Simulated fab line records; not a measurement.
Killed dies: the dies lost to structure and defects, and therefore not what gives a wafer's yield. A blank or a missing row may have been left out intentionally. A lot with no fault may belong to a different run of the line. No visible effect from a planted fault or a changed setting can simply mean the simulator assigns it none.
3 desks looking at one fault	flow n5 finfet	every desk sees just its own numbers, and what lay behind them comes last

THE DEFECT DESK
Counts from the inspections along the route, per lot, as means over the sampled wafers that have a number. Any lot whose mean is over 4 standard deviations away from the usual mean is out of limits and marked OUT; that distance is given in the brackets.
Columns: A = raw defect count at N5_MOL_CONTACT_COAG_INSPECT_57, usual 193
lot	first seen here	A
L332	day 5 01:42	204
L333	day 5 10:38	230
L341	day 7 11:00	174
L342	day 7 16:30	241
L346	day 9 01:07	222
L353	day 10 10:08	158
This desk's finding: nothing out of limits on any of the 6 lots.

THE METROLOGY DESK
What the gauges read, lot by lot, whatever tool the lot ran on: means of the sampled wafers that have a number. Any lot whose mean is over 4 standard deviations away from the usual mean is out of limits and marked OUT; that distance is given in the brackets.
Columns: A = cd nm at N5_MOL_CONTACT_COAG_CD_MEAS_84, usual 25.08 nm; B = VG_OVL at N5_MOL_CONTACT_COAG_OVL_MEAS_85, usual -0.4 nm
lot	first seen here	A	B
L332	day 5 01:37	25.04	-0.4
L333	day 5 10:33	25.17	-0.3
L341	day 7 10:55	25.43	-1.6
L342	day 7 16:25	25.06	-0.3
L346	day 9 01:01	25.33	-0.5
L353	day 10 10:02	25.06	-0.4
This desk's finding: nothing out of limits on any of the 6 lots.

DESK OF THE TOOL OWNER: rie diel-03
The tool's own readings at N5_MOL_CONTACT_COAG_ETCHBACK_135 (etches SiO2 in CHF3, target depth 25 nm, time 16.7 s): means of the sampled wafers that have a number, for each lot that ran on this tool. Any lot whose mean is over 4 standard deviations away from the usual mean is out of limits and marked OUT; that distance is given in the brackets.
Columns: A = CHF3_flow_sccm at N5_MOL_CONTACT_COAG_ETCHBACK_135, usual 49.99 sccm; B = drypump motor current A at N5_MOL_CONTACT_COAG_ETCHBACK_135, usual 5.6 A; C = oes product au at N5_MOL_CONTACT_COAG_ETCHBACK_135, usual 0.83 a.u.; D = rf vpp V at N5_MOL_CONTACT_COAG_ETCHBACK_135, usual 525 V; E = showerhead plenum p Torr at N5_MOL_CONTACT_COAG_ETCHBACK_135, usual 2.41 Torr; F = throttle valve pct at N5_MOL_CONTACT_COAG_ETCHBACK_135, usual 18.66 %
lot	first seen here	A	B	C	D	E	F
L332	day 5 02:10	49.83	5.5	0.80	526	2.43	18.80
L333	day 5 11:07	49.80	5.4	0.79	528	2.48	18.85
L341	day 7 11:28	50.01	5.6	0.55	527	2.44	18.74
L342	day 7 17:37	49.89	5.8	0.54	525	2.38	18.71
This desk's finding: nothing out of limits on any of the 4 lots.

PUT TOGETHER
The defect desk saw nothing out of limits.
Nothing out of limits was seen by the metrology desk.
The desk of the tool owner found nothing out of limits.

WHAT THE SIMULATOR HAD PUT IN
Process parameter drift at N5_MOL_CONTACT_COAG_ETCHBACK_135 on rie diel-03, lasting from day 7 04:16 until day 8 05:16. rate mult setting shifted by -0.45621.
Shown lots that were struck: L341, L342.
